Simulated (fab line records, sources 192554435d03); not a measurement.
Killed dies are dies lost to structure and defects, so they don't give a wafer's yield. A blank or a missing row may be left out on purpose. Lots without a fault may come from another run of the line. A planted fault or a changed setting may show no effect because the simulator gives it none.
fab line records | flow n5_finfet
record lots=5 wafers=15 last_day=17
route steps=1938 shown BEOL_M11@1552
lots that met no fault: from a run of the same line without faults
start_h: hours from the record's first day to the start of the lot's first wafer shown | wait_h: hours since the lot's step before | " the same as in the row above | L1.1+2: a row that stands for several wafers | - no value, or no start given | * or withheld: withheld | < > ~ a bound
route shown NAME@n: a module of which the file shows steps, and the number in the route of the first | usual: mean/standard deviation of fault-free wafers | same: alike in all rows | chamber/n: place in a boat | sites: the reading at each site | _std_site: their standard deviation | _edge_site: outer sites' mean less inner sites' | radius_mm: how far each site lies from the wafer's centre | mask NAME#n: copy n | behind: the tool/chamber that last shaped the wafer | hold: why the lot was held/for how many hours/how that ended | device: the transistor (n, p or np) that didn't switch | end of line: the same wafers' tests at the end of the route | a step without rows: its recipe alone | killed: dies lost to structure and defects at the first sort, not the wafer's yield | map: a wafer's dies, x killed, . not, _ none there
set.NAME: the setting as run; set.NAME@STEP: as run at that earlier step | model.NAME: the simulator's own value behind a step, which no gauge read
lots at some steps of the route; a table a step, a row a wafer
services: from which hour (start_h, from the record's first day; less than 0 if before it) a tool's chamber was out of use, for how many hours, and why
## steps
# step N5_BEOL_M11_DESCUM_16
# recipe chemistry=O2 time_s=7.9 source_power_w=50 bias_power_w=20 pressure_mtorr=20 rf_frequency_hz=2.712e+07 temp_c=40 resist=CAR-ArF o2_flow_sccm=225
# usual drypump_motor_current_A=5.8/0.49 oes_product_au=0.78/0.082 rf_vpp_V=242.5/1.2 showerhead_plenum_p_Torr=2.05/0.058 throttle_valve_pct=20.50/0.26
# columns lot.wafer tool chamber start_h wait_h drypump_motor_current_A oes_product_au rf_hours_counter_h rf_vpp_V showerhead_plenum_p_Torr throttle_valve_pct
L080.3 rie_diel-06 0 277.74 0.0 6.2 0.82 81 242.3 2.02 20.12
L080.5 " 2 " " 5.8 0.72 - 243.7 2.09 20.84
L080.6 " 1 " " 5.3 0.70 - 242.0 1.96 20.19
L086.4 rie_diel-06 2 311.50 0.1 5.8 0.72 210 242.9 2.09 20.86
L086.5 " 3 " " 5.0 0.72 - 242.7 1.97 20.48
L086.6 " 0 " " 6.2 0.82 - 243.4 2.02 20.15
L090.1 rie_diel-01 3 318.18 0.0 6.7 0.71 203 243.3 2.08 20.57
L090.2 " 0 " " 6.1 0.85 64 241.4 2.06 20.54
L090.5 " 2 " " 6.1 0.84 - 243.1 2.05 20.61
L092.1 rie_diel-06 3 336.31 0.0 5.0 0.71 219 241.2 1.97 20.49
L092.5 " 3 " " 5.0 0.72 - 242.1 1.97 20.49
L092.6 " 0 " " 6.2 0.81 - 244.6 2.02 20.17
L095.1 rie_diel-06 3 356.46 0.0 5.0 0.71 228 240.9 1.97 20.51
L095.5 " 2 " " 5.8 0.70 - 242.3 2.08 20.90
L095.6 " 3 " " 5.0 0.71 - 242.4 1.97 20.51
# step N5_BEOL_M11_ETCH_61
# recipe chemistry=CF4 target=SiARC target_depth_a=390 mask_material=CAR-ArF time_s=65 ion_energy_ev=80 pressure_mtorr=40 source_w=545 bias_w=36 Ar_flow_sccm=100 cf4_flow_sccm=100 ends=cleared
# usual drypump_motor_current_A=5.8/0.49 etch_rf_on_time_s=64.7/1.5 oes_product_au=0.67/0.072 rf_vpp_V=183.5/0.91 showerhead_plenum_p_Torr=2.09/0.045 throttle_valve_pct=15.67/0.23
# columns lot.wafer tool chamber start_h wait_h drypump_motor_current_A etch_rf_on_time_s oes_product_au rf_hours_counter_h rf_vpp_V showerhead_plenum_p_Torr throttle_valve_pct
L080.3 rie_diel-06 0 277.77 0.0 6.2 65.8 0.70 81 183.9 2.08 15.38
L080.5 " 2 " " 5.8 62.3 0.62 - 183.4 2.13 15.93
L080.6 " 1 " " 5.3 66.5 0.60 - 181.9 2.05 15.64
L086.4 rie_diel-06 2 311.53 0.0 5.8 62.9 0.62 210 183.5 2.13 15.96
L086.5 " 3 " " 5.0 65.7 0.61 - 183.5 2.03 15.82
L086.6 " 0 " " 6.2 66.5 0.70 - 183.8 2.07 15.36
L090.1 rie_diel-01 3 318.21 0.0 6.7 62.9 0.61 203 185.9 2.12 15.66
L090.2 " 0 " " 6.1 65.0 0.72 64 183.8 2.09 15.57
L090.5 " 2 " " 6.0 63.9 0.73 - 182.1 2.08 15.55
L092.1 rie_diel-06 3 336.34 0.0 5.0 65.4 0.61 219 184.2 2.03 15.82
L092.5 " 3 " " 5.0 65.6 0.60 - 183.2 2.03 15.83
L092.6 " 0 " " 6.2 67.3 0.68 - 183.2 2.07 15.38
L095.1 rie_diel-06 3 356.50 0.0 5.0 66.0 0.59 228 182.7 2.03 15.86
L095.5 " 2 " " 5.8 62.8 0.60 - 183.2 2.12 15.99
L095.6 " 3 " " 5.0 65.4 0.60 - 183.3 2.03 15.85
# step N5_BEOL_M11_ETCH_62
# recipe chemistry=N2/H2 target=SOC target_depth_a=1100 overetch_a=220 mask_material=SiARC temp_c=40 time_s=165 ion_energy_ev=200 pressure_mtorr=30 source_w=840 bias_w=150 n2_flow_sccm=200 h2_flow_sccm=200
# usual drypump_motor_current_A=5.8/0.49 oes_product_au=0.67/0.07 rf_vpp_V=522.3/1.8 showerhead_plenum_p_Torr=2.48/0.06 throttle_valve_pct=17.90/0.2
# columns lot.wafer tool chamber start_h wait_h drypump_motor_current_A oes_product_au rf_hours_counter_h rf_vpp_V showerhead_plenum_p_Torr throttle_valve_pct
L080.3 rie_diel-06 0 277.82 0.0 6.2 0.70 81 521.9 2.47 17.61
L080.5 " 2 " " 5.8 0.60 - 523.4 2.51 17.98
L080.6 " 1 " " 5.3 0.59 - 520.1 2.41 17.95
L086.4 rie_diel-06 2 311.58 0.0 5.8 0.61 210 522.6 2.51 17.99
L086.5 " 3 " " 5.0 0.62 - 521.3 2.41 18.01
L086.6 " 0 " " 6.2 0.70 - 522.7 2.46 17.62
L090.1 rie_diel-01 3 318.26 0.0 6.7 0.59 203 523.2 2.53 17.94
L090.2 " 0 " " 6.1 0.71 64 522.0 2.47 17.67
L090.5 " 2 " " 6.0 0.71 - 521.9 2.48 18.05
L092.1 rie_diel-06 3 336.39 0.0 5.0 0.60 219 520.3 2.41 18.01
L092.5 " 3 " " 5.0 0.60 - 519.7 2.41 18.00
L092.6 " 0 " " 6.2 0.69 - 521.7 2.46 17.65
L095.1 rie_diel-06 3 356.55 0.0 5.0 0.60 228 521.2 2.40 18.03
L095.5 " 2 " " 5.8 0.59 - 522.8 2.50 18.02
L095.6 " 3 " " 5.0 0.60 - 521.3 2.40 18.03
# step N5_BEOL_M11_STRIP_68
# recipe chemistry=N2/H2 temp_c=40 n2_flow_sccm=200 h2_flow_sccm=200 rf_frequency_hz=6e+07
# columns lot.wafer tool chamber start_h wait_h
L080.3+5+6 rie_diel-06 0,2,1 277.96 0.1
L086.4+5+6 rie_diel-06 2,3,0 311.72 0.1
L090.1+2+5 rie_diel-01 3,0,2 318.40 0.1
L092.1+5+6 rie_diel-06 3,3,0 336.53 0.1
L095.1+5+6 rie_diel-06 3,2,3 356.68 0.1
# step N5_BEOL_M11_STRIP_67
# recipe chemistry=CF4 resist=SiARC power_w=300 bias_power_w=75 pressure_mtorr=50 cf4_flow_sccm=150 rf_frequency_hz=6e+07
# usual drypump_motor_current_A=5.8/0.49 oes_product_au=0.78/0.082 rf_vpp_V=270.3/1.1 showerhead_plenum_p_Torr=1.75/0.039 throttle_valve_pct=13.64/0.25
# columns lot.wafer tool chamber start_h wait_h drypump_motor_current_A oes_product_au rf_hours_counter_h rf_vpp_V showerhead_plenum_p_Torr throttle_valve_pct
L080.3 rie_diel-06 0 277.97 0.0 6.2 0.83 81 271.0 1.73 13.30
L080.5 " 2 " " 5.8 0.71 - 270.5 1.79 13.95
L080.6 " 1 " " 5.3 0.70 - 270.2 1.72 13.65
L086.4 rie_diel-06 2 311.73 0.0 5.8 0.71 210 270.8 1.79 13.96
L086.5 " 3 " " 5.0 0.72 - 267.7 1.71 13.82
L086.6 " 0 " " 6.2 0.82 - 270.4 1.73 13.33
L090.1 rie_diel-01 3 318.41 0.0 6.7 0.70 203 272.1 1.77 13.66
L090.2 " 0 " " 6.1 0.84 64 270.4 1.75 13.55
L090.5 " 2 " " 6.0 0.84 - 270.4 1.73 13.47
L092.1 rie_diel-06 3 336.54 0.0 5.0 0.71 219 268.7 1.71 13.82
L092.5 " 3 " " 5.0 0.71 - 269.3 1.71 13.83
L092.6 " 0 " " 6.2 0.82 - 269.8 1.73 13.34
L095.1 rie_diel-06 3 356.69 0.0 5.0 0.71 228 269.9 1.70 13.85
L095.5 " 2 " " 5.8 0.70 - 269.8 1.78 13.99
L095.6 " 3 " " 5.0 0.70 - 269.1 1.70 13.86
# step N5_BEOL_M11_HM_OPEN_17
# recipe chemistry=Cl2/BCl3 target_depth_a=200 overetch_a=60 target=TiN mask_material=SOC ion_energy_ev=150 pressure_mtorr=10 icp_w=1000 bias_w=126 Cl2_flow_sccm=53.25 bcl3_flow_sccm=21.75 Ar_flow_sccm=25
# usual drypump_motor_current_A=5.6/0.54 he_backside_leak_sccm=3.3/0.33 oes_product_au=0.66/0.038 throttle_valve_pct=22.04/0.22
# columns lot.wafer tool chamber start_h wait_h drypump_motor_current_A he_backside_leak_sccm oes_product_au rf_hours_counter_h throttle_valve_pct
L080.3 rie_metal-02 1 278.04 0.1 5.2 3.2 0.73 - 22.13
L080.5 " 0 " " 6.0 3.2 0.65 - 21.85
L080.6 " 1 " " 5.2 3.3 0.72 - 22.14
L086.4 rie_metal-01 1 311.80 0.1 5.0 3.4 0.62 - 22.37
L086.5 " 0 " " 6.2 3.2 0.66 - 21.87
L086.6 " 1 " " 5.0 3.4 0.61 - 22.37
L090.1 rie_metal-01 0 318.45 0.0 6.2 3.0 0.67 41 21.84
L090.2 " 1 " " 5.0 3.3 0.61 71 22.39
L090.5 " 1 " " 5.0 3.3 0.62 - 22.37
L092.1 rie_metal-01 0 336.58 0.0 6.1 3.4 0.67 43 21.86
L092.5 " 1 " " 5.0 3.2 0.62 - 22.36
L092.6 " 0 " " 6.1 3.5 0.67 - 21.82
L095.1 rie_metal-03 1 356.73 0.0 6.2 3.6 0.67 39 22.00
L095.5 " 0 " " 4.7 2.8 0.73 - 21.88
L095.6 " 1 " " 6.2 3.7 0.66 - 22.01
# step N5_BEOL_M11_STRIP_19
# recipe chemistry=O2 power_w=400 temp_c=40 pressure_mtorr=30 rf_frequency_hz=6e+07 bias_power_w=0 overash_fraction=0.2 o2_flow_sccm=225
# usual drypump_motor_current_A=5.8/0.45 oes_product_au=0.80/0.081 rf_vpp_V=3.8/0.65 showerhead_plenum_p_Torr=2.06/0.058 throttle_valve_pct=16.75/0.22
# columns lot.wafer tool chamber start_h wait_h drypump_motor_current_A oes_product_au rf_hours_counter_h rf_vpp_V showerhead_plenum_p_Torr throttle_valve_pct
L080.3 rie_diel-01 1 278.50 0.4 5.9 0.83 97 2.9 2.01 16.40
L080.5 " 0 " " 6.1 0.88 - 3.4 2.07 16.72
L080.6 " 3 " " 6.7 0.71 - 5.0 2.09 16.76
L086.4 rie_diel-03 1 311.89 0.1 5.7 0.91 13 3.4 2.04 16.76
L086.5 " 0 " " 6.0 0.86 - 3.8 2.15 16.84
L086.6 " 1 " " 5.7 0.91 - 3.1 2.04 16.74
L090.1 rie_diel-01 0 318.56 0.1 6.1 0.84 64 3.7 2.06 16.74
L090.2 " 3 " " 6.7 0.70 203 2.8 2.09 16.79
L090.5 " 2 " " 6.0 0.83 - 4.8 2.05 16.76
L092.1 rie_diel-06 0 336.72 0.1 6.2 0.81 96 4.3 2.02 16.44
L092.5 " 0 " " 6.2 0.81 - 3.9 2.02 16.45
L092.6 " 3 " " 5.0 0.72 - 3.3 1.97 16.81
L095.1 rie_diel-06 0 357.01 0.2 6.2 0.79 106 3.7 2.02 16.47
L095.5 " 2 " " 5.8 0.70 - 2.3 2.09 17.12
L095.6 " 0 " " 6.2 0.80 - 3.8 2.02 16.45
# step N5_BEOL_M11_CD_MEAS_18
# recipe pitch_nm=140 target_cd_nm=70
# usual cd_nm=70.2/0.56
# columns lot.wafer tool chamber start_h wait_h cd_nm
L080.3 cd_sem-02 - 278.58 0.1 69.8
L080.5 " - " " 69.0
L080.6 " - " " 69.2
L086.4 cd_sem-01 - 311.96 0.1 70.6
L086.5 " - " " 70.1
L086.6 " - " " 70.2
L090.1 cd_sem-02 - 318.63 0.0 71.0
L090.2 " - " " 70.6
L090.5 " - " " 70.4
L092.1 cd_sem-02 - 336.79 0.0 69.9
L092.5 " - " " 70.9
L092.6 " - " " 70.8
L095.1 cd_sem-01 - 357.08 0.0 70.2
L095.5 " - " " 70.1
L095.6 " - " " 69.9
# step N5_BEOL_M11_COAT_63
# recipe resist=SOC temp_c=250 time_s=60 spin_rpm=1500 resist_thk_nm=100
# columns lot.wafer tool chamber start_h wait_h
L080.3+5+6 litho_track-02 0 281.19 2.6
L086.4+5+6 litho_track-03 0 312.31 0.3
L090.1+2+5 litho_track-02 0 318.67 0.0
L092.1+5+6 litho_track-02 0 338.22 1.4
L095.1+5+6 litho_track-01 0 357.11 0.0
# step N5_BEOL_M11_COAT_64
# recipe resist=SiARC temp_c=220 time_s=60 spin_rpm=1500 resist_thk_nm=30
# columns lot.wafer tool chamber start_h wait_h
L080.3+5+6 litho_track-02 0 - -
L086.4+5+6 litho_track-03 0 - -
L090.1+2+5 litho_track-02 0 - -
L092.1+5+6 litho_track-02 0 - -
L095.1+5+6 litho_track-01 0 - -
# step N5_BEOL_M11_COAT_22
# recipe resist=CAR-ArF spin_rpm=1500 resist_thk_nm=90
# columns lot.wafer tool chamber start_h wait_h
L080.3+5+6 litho_track-02 0 - -
L086.4+5+6 litho_track-03 0 - -
L090.1+2+5 litho_track-02 0 - -
L092.1+5+6 litho_track-02 0 - -
L095.1+5+6 litho_track-01 0 - -
# step N5_BEOL_M11_EBR_24
# recipe solvent=PGMEA ebr_width_mm=1.5
# columns lot.wafer tool chamber start_h wait_h
L080.3+5+6 litho_track-02 0 - -
L086.4+5+6 litho_track-03 0 - -
L090.1+2+5 litho_track-02 0 - -
L092.1+5+6 litho_track-02 0 - -
L095.1+5+6 litho_track-01 0 - -
# step N5_BEOL_M11_SOFTBAKE_23
# recipe temp_c=110 time_s=60 resist=CAR-ArF
# columns lot.wafer tool chamber start_h wait_h
L080.3+5+6 litho_track-02 0 - -
L086.4+5+6 litho_track-03 0 - -
L090.1+2+5 litho_track-02 0 - -
L092.1+5+6 litho_track-02 0 - -
L095.1+5+6 litho_track-01 0 - -
# step N5_BEOL_M11_EXPOSE_25
# recipe mask_id=V10 na=1.35 source_shape=annular sigma_inner=0.5 sigma_outer=0.8 polarization=unpolarized dose_mj=85.5
# same sigma_inner=0.5
# columns lot.wafer tool chamber start_h wait_h mask
L080.3+5+6 arfi_scanner-02 0 281.44 - V10#0
L086.4+5+6 arfi_scanner-02 0 312.45 - V10#0
L090.1+2+5 arfi_scanner-02 0 318.78 - V10#0
L092.1+5+6 arfi_scanner-01 0 338.47 - V10#0
L095.1+5+6 arfi_scanner-03 0 357.36 - V10#0
# step N5_BEOL_M11_PEB_26
# recipe peb_temp_c=withheld peb_time_s=60 resist=CAR-ArF
# same peb_time_s=60
# columns lot.wafer tool chamber start_h wait_h
L080.3+5+6 litho_track-01 0 281.50 0.0
L086.4+5+6 litho_track-01 0 312.49 0.0
L090.1+2+5 litho_track-02 0 318.85 0.1
L092.1+5+6 litho_track-01 0 338.53 0.1
L095.1+5+6 litho_track-02 0 357.42 0.1
# step N5_BEOL_M11_DEVELOP_27
# recipe develop_time_s=30 developer=TMAH resist=CAR-ArF rinse_liquid=diw dry=air_spin dev_temp_c=23
# same develop_time_s=30
# columns lot.wafer tool chamber start_h wait_h
L080.3+5+6 litho_track-01 0 - -
L086.4+5+6 litho_track-01 0 - -
L090.1+2+5 litho_track-02 0 - -
L092.1+5+6 litho_track-01 0 - -
L095.1+5+6 litho_track-02 0 - -
# step N5_BEOL_M11_CD_MEAS_28
# recipe target_cd_nm=70 landing_energy_ev=500 detector=se_inlens polarity=opening
# usual cd_nm=70.7/1.3
# columns lot.wafer tool chamber start_h wait_h cd_nm
L080.3 cd_sem-03 0 281.56 - 71.5
L080.5 " 0 " " 70.7
L080.6 " 0 " " 71.4
L086.4 cd_sem-03 0 312.56 - 72.2
L086.5 " 0 " " 72.9
L086.6 " 0 " " 72.7
L090.1 cd_sem-03 0 318.92 - 69.7
L090.2 " 0 " " 70.9
L090.5 " 0 " " 69.6
L092.1 cd_sem-03 0 338.60 - 72.2
L092.5 " 0 " " 72.4
L092.6 " 0 " " 71.4
L095.1 cd_sem-03 0 357.49 - 70.3
L095.5 " 0 " " 69.3
L095.6 " 0 " " 70.5
# step N5_BEOL_M11_OVL_MEAS_29
# recipe points_per_wafer=44
# usual V10_OVL=0.1/0.69
# columns lot.wafer tool chamber start_h wait_h V10_OVL[nm]
L080.3 overlay-01 0 281.59 0.0 -0.2
L080.5 " 0 " " -1.3
L080.6 " 0 " " 0.3
L086.4 overlay-02 0 312.59 0.0 -0.1
L086.5 " 0 " " 0.4
L086.6 " 0 " " 0.8
L090.1 overlay-01 0 318.95 0.0 0.5
L090.2 " 0 " " -0.5
L090.5 " 0 " " 0.1
L092.1 overlay-01 0 338.63 0.0 -0.8
L092.5 " 0 " " -0.5
L092.6 " 0 " " -0.5
L095.1 overlay-02 0 357.52 0.0 -0.4
L095.5 " 0 " " -0.7
L095.6 " 0 " " 0.5
# step N5_BEOL_M11_INSPECT_30
# recipe mode=adi inspect_instrument=brightfield
# usual raw_defect_count=410/89
# columns lot.wafer tool chamber start_h wait_h raw_defect_count
L080.3 defect_inspect-01 - 281.62 0.0 322
L080.5 " - " " 319
L080.6 " - " " 290
L086.4 defect_inspect-02 - 312.61 0.0 297
L086.5 " - " " 407
L086.6 " - " " 365
L090.1 defect_inspect-02 - 318.97 0.0 386
L090.2 " - " " 411
L090.5 " - " " 450
L092.1 defect_inspect-02 - 338.65 0.0 484
L092.5 " - " " 411
L092.6 " - " " 287
L095.1 defect_inspect-01 - 357.54 0.0 566
L095.5 " - " " 477
L095.6 " - " " 484
# step N5_BEOL_M11_DESCUM_33
# recipe chemistry=O2 time_s=7.9 source_power_w=50 bias_power_w=20 pressure_mtorr=20 rf_frequency_hz=2.712e+07 temp_c=40 resist=CAR-ArF o2_flow_sccm=225
# usual drypump_motor_current_A=5.8/0.47 oes_product_au=0.79/0.088 rf_vpp_V=242.4/1.2 showerhead_plenum_p_Torr=2.05/0.063 throttle_valve_pct=20.53/0.25
# columns lot.wafer tool chamber start_h wait_h drypump_motor_current_A oes_product_au rf_hours_counter_h rf_vpp_V showerhead_plenum_p_Torr throttle_valve_pct
L080.3 rie_diel-01 2 283.83 2.2 6.0 0.86 46 241.9 2.05 20.58
L080.5 " 1 " " 5.9 0.84 - 241.5 2.00 20.12
L080.6 " 2 " " 6.0 0.85 - 241.8 2.05 20.62
L086.4 rie_diel-03 0 312.65 0.0 6.0 0.85 66 243.8 2.15 20.70
L086.5 " 3 " " 5.0 0.70 - 242.4 1.96 20.50
L086.6 " 2 " " 5.6 0.69 - 240.8 2.07 20.91
L090.1 rie_diel-06 3 319.01 0.0 5.0 0.71 214 242.1 1.97 20.48
L090.2 " 1 " " 5.3 0.69 245 242.2 1.96 20.20
L090.5 " 1 " " 5.3 0.69 - 242.5 1.96 20.19
L092.1 rie_diel-06 2 339.01 0.4 5.8 0.71 219 243.1 2.09 20.89
L092.5 " 3 " " 5.0 0.72 - 242.2 1.97 20.51
L092.6 " 2 " " 5.8 0.71 - 242.6 2.09 20.87
L095.1 rie_diel-01 2 357.57 0.0 6.0 0.82 69 243.7 2.05 20.64
L095.5 " 0 " " 6.1 0.82 - 243.8 2.05 20.58
L095.6 " 3 " " 6.7 0.69 - 243.1 2.08 20.58
# step N5_BEOL_M11_ETCH_65
# recipe chemistry=CF4 target=SiARC target_depth_a=390 mask_material=CAR-ArF time_s=65 ion_energy_ev=80 pressure_mtorr=40 source_w=545 bias_w=36 Ar_flow_sccm=100 cf4_flow_sccm=100 ends=cleared
# usual drypump_motor_current_A=5.8/0.47 etch_rf_on_time_s=65.0/1.4 oes_product_au=0.68/0.074 rf_vpp_V=183.5/0.96 showerhead_plenum_p_Torr=2.10/0.047 throttle_valve_pct=15.68/0.24
# columns lot.wafer tool chamber start_h wait_h drypump_motor_current_A etch_rf_on_time_s oes_product_au rf_hours_counter_h rf_vpp_V showerhead_plenum_p_Torr throttle_valve_pct
L080.3 rie_diel-01 2 283.86 0.0 6.0 63.7 0.74 46 185.2 2.08 15.53
L080.5 " 1 " " 5.8 64.2 0.71 - 183.3 2.07 15.43
L080.6 " 2 " " 6.0 62.7 0.75 - 182.8 2.08 15.52
L086.4 rie_diel-03 0 312.68 0.0 6.0 65.6 0.72 66 184.2 2.15 15.56
L086.5 " 3 " " 5.0 65.2 0.59 - 182.0 2.03 15.88
L086.6 " 2 " " 5.6 66.0 0.60 - 184.3 2.12 16.16
L090.1 rie_diel-06 3 319.04 0.0 5.0 65.7 0.61 214 181.2 2.03 15.82
L090.2 " 1 " " 5.3 67.0 0.59 245 183.1 2.05 15.68
L090.5 " 1 " " 5.3 67.2 0.58 - 182.7 2.05 15.67
L092.1 rie_diel-06 2 339.05 0.0 5.8 63.5 0.61 219 183.2 2.12 15.96
L092.5 " 3 " " 5.0 65.1 0.60 - 183.0 2.03 15.83
L092.6 " 2 " " 5.8 62.7 0.62 - 184.6 2.12 15.97
L095.1 rie_diel-01 2 357.61 0.0 6.0 63.6 0.72 69 184.1 2.07 15.58
L095.5 " 0 " " 6.1 63.8 0.71 - 181.1 2.08 15.59
L095.6 " 3 " " 6.7 63.1 0.60 - 183.6 2.12 15.69
# step N5_BEOL_M11_ETCH_66
# recipe chemistry=N2/H2 target=SOC target_depth_a=1200 overetch_a=240 mask_material=SiARC temp_c=40 time_s=180 ion_energy_ev=200 pressure_mtorr=30 source_w=840 bias_w=150 n2_flow_sccm=200 h2_flow_sccm=200
# usual drypump_motor_current_A=5.8/0.47 oes_product_au=0.64/0.069 rf_vpp_V=522.5/2.1 showerhead_plenum_p_Torr=2.49/0.065 throttle_valve_pct=17.92/0.21
# columns lot.wafer tool chamber start_h wait_h drypump_motor_current_A oes_product_au rf_hours_counter_h rf_vpp_V showerhead_plenum_p_Torr throttle_valve_pct
L080.3 rie_diel-01 2 283.91 0.0 6.1 0.69 46 521.7 2.49 18.05
L080.5 " 1 " " 5.9 0.67 - 522.1 2.44 17.53
L080.6 " 2 " " 6.1 0.70 - 522.8 2.49 18.04
L086.4 rie_diel-03 0 312.73 0.0 5.9 0.69 66 524.5 2.58 17.94
L086.5 " 3 " " 5.0 0.57 - 521.0 2.40 17.98
L086.6 " 2 " " 5.6 0.57 - 523.3 2.51 18.24
L090.1 rie_diel-06 3 319.09 0.0 5.0 0.58 214 520.1 2.41 17.98
L090.2 " 1 " " 5.3 0.56 245 519.5 2.41 17.95
L090.5 " 1 " " 5.3 0.56 - 520.8 2.41 17.95
L092.1 rie_diel-06 2 339.10 0.0 5.8 0.56 219 522.9 2.51 18.01
L092.5 " 3 " " 5.0 0.57 - 519.1 2.41 18.01
L092.6 " 2 " " 5.8 0.57 - 524.6 2.51 18.03
L095.1 rie_diel-01 2 357.66 0.0 6.1 0.67 69 523.0 2.48 18.06
L095.5 " 0 " " 6.1 0.67 - 522.2 2.46 17.69
L095.6 " 3 " " 6.7 0.56 - 522.5 2.52 17.95
# step N5_BEOL_M11_STRIP_69
# recipe chemistry=N2/H2 temp_c=40 n2_flow_sccm=200 h2_flow_sccm=200 rf_frequency_hz=6e+07
# columns lot.wafer tool chamber start_h wait_h
L080.3+5+6 rie_diel-01 2,1,2 284.02 0.1
L086.4+5+6 rie_diel-03 0,3,2 312.84 0.1
L090.1+2+5 rie_diel-06 3,1,1 319.21 0.1
L092.1+5+6 rie_diel-06 2,3,2 339.21 0.1
L095.1+5+6 rie_diel-01 2,0,3 357.77 0.1
# step N5_BEOL_M11_VIA_ETCH_34
# recipe chemistry=C4F6/O2 target=SiCOH_lowk target_depth_a=1845 mask_material=SOC taper_deg=4 time_s=69.2 ion_energy_ev=250 pressure_mtorr=30 source_w=345 bias_w=185 Ar_flow_sccm=300 C4F6_flow_sccm=10 O2_flow_sccm=10
# usual drypump_motor_current_A=5.8/0.47 oes_product_au=0.79/0.087 rf_vpp_V=661/13 showerhead_plenum_p_Torr=2.79/0.064 throttle_valve_pct=20.98/0.22
# columns lot.wafer tool chamber start_h wait_h drypump_motor_current_A oes_product_au rf_hours_counter_h rf_vpp_V showerhead_plenum_p_Torr throttle_valve_pct
L080.3 rie_diel-01 2 284.03 0.0 6.0 0.86 46 668 2.78 21.00
L080.5 " 1 " " 5.8 0.83 - 653 2.76 20.78
L080.6 " 2 " " 6.0 0.86 - 668 2.78 20.97
L086.4 rie_diel-03 0 312.85 0.0 6.0 0.85 66 677 2.85 20.83
L086.5 " 3 " " 5.0 0.69 - 673 2.69 21.03
L086.6 " 2 " " 5.6 0.69 - 645 2.83 21.47
L090.1 rie_diel-06 3 319.22 0.0 5.0 0.71 214 673 2.70 21.02
L090.2 " 1 " " 5.3 0.69 245 662 2.72 20.94
L090.5 " 1 " " 5.3 0.68 - 660 2.72 20.92
L092.1 rie_diel-06 2 339.22 0.0 5.8 0.71 219 651 2.81 21.19
L092.5 " 3 " " 5.0 0.72 - 672 2.70 21.05
L092.6 " 2 " " 5.8 0.71 - 651 2.81 21.20
L095.1 rie_diel-01 2 357.78 0.0 6.1 0.85 69 667 2.77 21.02
L095.5 " 0 " " 6.1 0.83 - 645 2.76 20.85
L095.6 " 3 " " 6.7 0.70 - 653 2.82 20.97
## services
# columns tool chamber start_h hours kind
arfi_scanner-02 - 263.52 1.0 pm
arfi_scanner-01 - 267.83 0.8 pm
rie_diel-03 2 270.09 9.5 repair
arfi_scanner-03 - 274.01 0.8 pm
rie_metal-03 - 276.10 14.6 pm
rie_diel-06 - 278.78 15.6 pm
arfi_scanner-02 - 284.81 1.2 repair
arfi_scanner-03 - 288.42 1.0 pm
arfi_scanner-03 - 293.62 5.4 repair
arfi_scanner-02 - 299.79 3.1 pm
arfi_scanner-01 - 301.60 3.1 pm
arfi_scanner-02 - 306.85 0.8 pm
arfi_scanner-01 - 310.28 1.3 pm
arfi_scanner-03 - 320.72 1.3 pm
arfi_scanner-02 - 324.73 0.8 pm
litho_track-01 - 326.44 - consumable_replace:filter
rie_diel-03 3 335.42 - clean
rie_diel-06 1 335.87 - clean
rie_diel-06 1 335.87 - consumable_replace:focus_ring
rie_diel-06 1 335.87 - consumable_replace:showerhead
rie_diel-06 1 335.87 25.9 scheduled_down
rie_diel-06 1 335.87 25.9 vent_cycle
arfi_scanner-01 - 344.34 3.9 pm
arfi_scanner-03 - 351.78 1.7 repair
## key
fault none
